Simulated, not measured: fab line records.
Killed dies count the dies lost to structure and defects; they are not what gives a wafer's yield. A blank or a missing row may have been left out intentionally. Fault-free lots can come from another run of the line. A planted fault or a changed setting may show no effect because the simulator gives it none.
A struck lot beside a sound one	flow n5Finfet	42 steps out of a route of 1938
Sound: the wafers L703.1, L703.3, L703.5. Struck: wafer L710.5 (L710.1, L710.3, from the same lot, were not struck and are left out); the cause is given at the end.
Order at every step that has rows: each side's tool, ch and its chambers, its first start. Under that, the readings that differ: sound wafers	struck wafers	difference of the means	sigmas: that difference in standard deviations of wafers without a fault.
alike: same words and numbers on both sides, and readings whose means sit less than 2 such deviations apart. not compared: any withheld reading, any reading some wafer has no value for, any bound like >300 that may hide the same value, and any number with overlapping values for which the record gives no deviation.
A row with sigmas, a row that says differs or no value, or rows on one side alone: a step with any of these is where the two part. Non-overlapping numbers with no deviation appear without sigmas and do not part them. A reading that every wafer of one side lacks parts them only if that side has two wafers or more.

N5_BEOL_M7_ETCH_72: etches underlayer in N2/H2, target depth 6.5 nm, time 5.2 s.
  sound on rieDiel-06 ch 1,2,3, day 10 20:01; struck on rieDiel-06 ch 2, day 12 21:20
reading	sound	struck	difference	sigmas
etchRfOnTimeS (s)	5.08 5.30 5.29	5.04	-0.18	-2
rfVppV (V)	523.9 518.5 524.0	527.9	+5.8	+2
  alike: drypumpMotorCurrentA, h2FlowSccm, oesProductAu, showerheadPlenumPTorr, throttleValvePct
  not compared: rfHoursCounterH
then, 6 steps without rows for these wafers: N5_BEOL_M7_ETCH_65 (etches SiARC in CF4, target depth 15.6 nm, time 26 s); N5_BEOL_M7_ETCH_66 (etches SOC in N2/H2, target depth 80 nm, overetch 16 nm, time 120 s); N5_BEOL_M7_STRIP_69 (strips in N2/H2); N5_BEOL_M7_STRIP_73 (strips in N2/H2); N5_BEOL_M7_VIA_ETCH_34 (etches SiCOH lowk in C4F6/O2, target depth 125.5 nm, time 50.5 s); N5_BEOL_M7_STRIP_76 (strips in C4F6/O2).
N5_BEOL_M7_STRIP_36: strips in N2/H2.
  sound on rieDiel-06 ch 1,2,3, day 10 20:13; struck on rieDiel-06 ch 2, day 12 21:32
  alike: drypumpMotorCurrentA, h2FlowSccm, oesProductAu, rfVppV, showerheadPlenumPTorr, throttleValvePct
  not compared: rfHoursCounterH
then, 1 step without rows for these wafers: N5_BEOL_M7_TRENCH_ETCH_37 (etches SiCOH lowk in C4F6/O2, target depth 93.478 nm, time 31.2 s).
N5_BEOL_M7_ETCH_41: etches SiCN in CH3F/O2, target depth 31.9 nm, time 57.8 s.
  sound: rieDiel-06 ch 1,2,3; struck: rieDiel-06 ch 3
  alike: drypumpMotorCurrentA, oesProductAu, rfVppV, showerheadPlenumPTorr, throttleValvePct
  not compared: rfHoursCounterH
then, 1 step without rows for these wafers: N5_BEOL_M7_STRIP_80 (strips in N2/H2, time 10 s).
N5_BEOL_M7_OCD_MEAS_38:
  sound on ocd-02 at day 10 20:25; struck on ocd-02 at day 12 21:44
  alike: trenchDepthNm
N5_BEOL_M7_HM_STRIP_39: strips TiN in peroxide tin strip, target depth 25 nm, time 158 s.
  sound on wetBench-02 ch 0,5,6, day 10 20:27; struck on wetBench-02 ch 0,1,2, day 12 21:46
then, 3 steps without rows for these wafers: N5_BEOL_M7_SRD_40 (time 30 s); N5_BEOL_M7_PRECLEAN_42 (cleans in residue remover, time 60 s); N5_BEOL_M7_SRD_43 (time 30 s).
N5_BEOL_M7_CD_MEAS_35: target cd 40 nm.
  sound on cdSem-03 at day 10 20:34; struck on cdSem-03 at day 12 21:53
reading	sound	struck	difference	sigmas
cdNm (nm)	40.6 40.5 40.0	39.1	-1.3	-3
N5_BEOL_M7_CURE_75: cures SiCOH lowk, time 120 s.
  sound on uvCure-03 ch 0, day 10 20:37; struck on uvCure-02 ch 0, day 12 22:22
  alike: lampPowerPct, wafer_temp_C_max
then, 9 steps without rows for these wafers: N5_BEOL_M7_DEGAS_44 (time 60 s); N5_BEOL_M7_PRE_CLEAN_45 (time 30 s); N5_BEOL_M7_ALD_77 (deposits TaN, target thk 2 nm, pulse time 2 s, purge time 3 s); N5_BEOL_M7_SURFACE_TREAT_79; N5_BEOL_M7_CVD_78 (deposits Co from CCTBA/H2, target thk 2 nm, time 142.3 s); N5_BEOL_M7_SPUTTER_48 (material Cu, target thk 10 nm, time 1.667 s); N5_BEOL_M7_ECD_50 (material Cu, target thk 300 nm); N5_BEOL_M7_ANNEAL_51 (time 90 s); N5_BEOL_M7_CMP_52 (polishes, stops on SiCOH lowk, t overpolish 6.9 s, target thk 80 nm).
N5_BEOL_M7_THK_MEAS_53: measures by xrf.
  sound on filmMetro-02 at day 10 23:06; struck on filmMetro-02 at day 13 02:07
  alike: M7_THK
then, 2 steps without rows for these wafers: N5_BEOL_M7_PRE_CLEAN_55 (time 15 s); N5_BEOL_M7_DEP_56 (deposits SiCN from 3MS/NH3, target thk 10 nm, time 17.5 s).
N5_BEOL_M7_RS_MEAS_57: uses a four-point probe to measure.
  sound on filmMetro-02 at day 10 23:14; struck on filmMetro-02 at day 13 02:15
  alike: M7_RS
then, 2 steps without rows for these wafers: N5_BEOL_M8_ILD_DEP_00 (deposits SiCOH lowk from DEMS/porogen, target thk 179.75 nm, time 33.4 s); N5_BEOL_M8_CURE_74 (cures SiCOH lowk, time 240 s).
N5_BEOL_M8_THK_MEAS_01:
  sound on filmMetro-02 at day 11 00:21; struck on filmMetro-02 at day 13 02:53
  alike: M8_ILD_THK
N5_BEOL_M8_PECVD_70: deposits SiO2 from TEOS/O2, target thk 20 nm, time 22.7 s.
  sound on pecvd-01 ch 0,2, day 11 00:23; struck on pecvd-04 ch 0, day 13 02:56
  alike: heaterPowerW, showerheadPlenumPTorr, showerheadVppV, throttleValvePct
then, 6 steps without rows for these wafers: N5_BEOL_M8_HM_DEP_02 (deposits TiN, target thk 20 nm); N5_BEOL_M8_COAT_59 (time 60 s, resist thk 100 nm); N5_BEOL_M8_COAT_60 (time 60 s, resist thk 35 nm); N5_BEOL_M8_COAT_05 (resist thk 90 nm); N5_BEOL_M8_EBR_07; N5_BEOL_M8_SOFTBAKE_06 (time 60 s).
-- the record jumps here: 3 days lie between the struck wafers' starts before and after (it left off in module BEOL_M8 and takes up again in module PASSIVATION, whose first step shown is number 1936 of the route) --
N5_PASSIVATION_PROBE_49:
  the record has rows for the struck wafers here (prober-01, day 16 09:34) and none for the sound ones

## WHERE THEY PART
First at N5_BEOL_M7_ETCH_72; last, within this record, at N5_PASSIVATION_PROBE_49.

WHY: whatever the simulator had introduced
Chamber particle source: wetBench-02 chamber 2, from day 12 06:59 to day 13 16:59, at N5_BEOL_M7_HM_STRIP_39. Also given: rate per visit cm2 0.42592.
